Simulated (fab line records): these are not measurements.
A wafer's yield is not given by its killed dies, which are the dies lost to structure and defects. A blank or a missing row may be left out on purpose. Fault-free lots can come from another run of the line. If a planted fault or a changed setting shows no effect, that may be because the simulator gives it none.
Comparing a struck lot with a sound one :: flow nand harc :: 15 steps out of a route of 1159
Sound: wafers L605.2, L605.3, L605.5. Wafers struck: L614.3, L614.5, L614.6. The cause is given at the end.
For every step that has rows: the tool of each side, followed by ch and its chambers, followed by its first start. Under that, the readings that differ: sound wafers :: struck wafers :: difference of the means :: sigmas: that difference in standard deviations of wafers without a fault.
alike: same words and numbers on both sides, and readings whose means sit less than 2 such deviations apart. not compared: any withheld reading, any reading some wafer has no value for, any bound like >300 that may hide the same value, and any number with overlapping values for which the record gives no deviation.
The two part at a step that has a row with sigmas, a row that says differs or no value, or rows on one side only. Numbers that have no deviation but don't overlap get no sigmas and don't part them. A reading that every wafer of one side lacks parts them only if that side has two wafers or more.

first, 1 step without rows for these wafers: NHARC_A_ONON_D1_DEP_03 (target thk 1000 nm).
NHARC_A_ONON_D1_THK_MEAS_05: measures by ellipsometry.
  sound: film metro-02 at day 8 10:31; struck: film metro-01 at day 10 16:10
  alike: thk nm
next comes 1 step that has no rows for these wafers: NHARC_A_ONON_D1_DEP_06 (target thickness 1000 nm).
NHARC_A_ONON_D1_THK_MEAS_08: measures by ellipsometry.
  sound: film metro-02 at day 8 11:05; struck: film metro-01 at day 10 16:44
  alike: thk nm
next comes 1 step that has no rows for these wafers: NHARC_A_ONON_D1_DEP_09 (target thickness 1000 nm).
NHARC_A_ONON_D1_THK_MEAS_11: measures by ellipsometry.
  sound: film metro-02 at day 8 11:39; struck: film metro-01 at day 10 17:19
  alike: thk nm
next comes 1 step that has no rows for these wafers: NHARC_A_ONON_D1_DEP_12 (target thickness 1000 nm).
NHARC_A_ONON_D1_THK_MEAS_14: measures by ellipsometry.
  sound: film metro-01 at day 8 12:13; struck: film metro-01 at day 10 17:53
  alike: thk nm
then, 2 steps without rows for these wafers: NHARC_A_ONON_D1_ANNEAL_15 (time 3600 s); NHARC_A_ONON_D1_DEP_16 (target thk 1000 nm).
NHARC_A_ONON_D1_THK_MEAS_18: measures by ellipsometry.
  sound: film metro-02 at day 8 21:39; struck: film metro-02 at day 11 00:59
  alike: thk nm
NHARC_A_ONON_D1_DEP_19: target thk 1000 nm.
  sound on pecvd onon-04 ch 0, day 8 21:46; struck on pecvd onon-03 ch 0, day 11 01:09
NHARC_A_ONON_D1_THK_MEAS_21: measures by ellipsometry.
  sound: film metro-02 at day 8 22:13; struck: film metro-02 at day 11 01:33
reading: thk nm (nm)
sound: 988 987 989
struck: 580 580 581
difference: -408
sigmas: -45
next comes 1 step that has no rows for these wafers: NHARC_A_ONON_D1_DEP_22 (target thickness 1000 nm).
-- jump in the record: it breaks off in module A_ONON_D1 and resumes in module END (first step shown: number 1159 of the route), and 11 days separate the struck wafers' starts before and after --
NHARC_END_SORT_01:
  at this point the record logs the struck wafers (prober-01 ch 0, day 22 08:25) and has no rows for the sound ones

== WHERE THEY PART ==
First at NHARC_A_ONON_D1_THK_MEAS_21; last, within this record, at NHARC_END_SORT_01.

WHY: the cause the simulator had injected
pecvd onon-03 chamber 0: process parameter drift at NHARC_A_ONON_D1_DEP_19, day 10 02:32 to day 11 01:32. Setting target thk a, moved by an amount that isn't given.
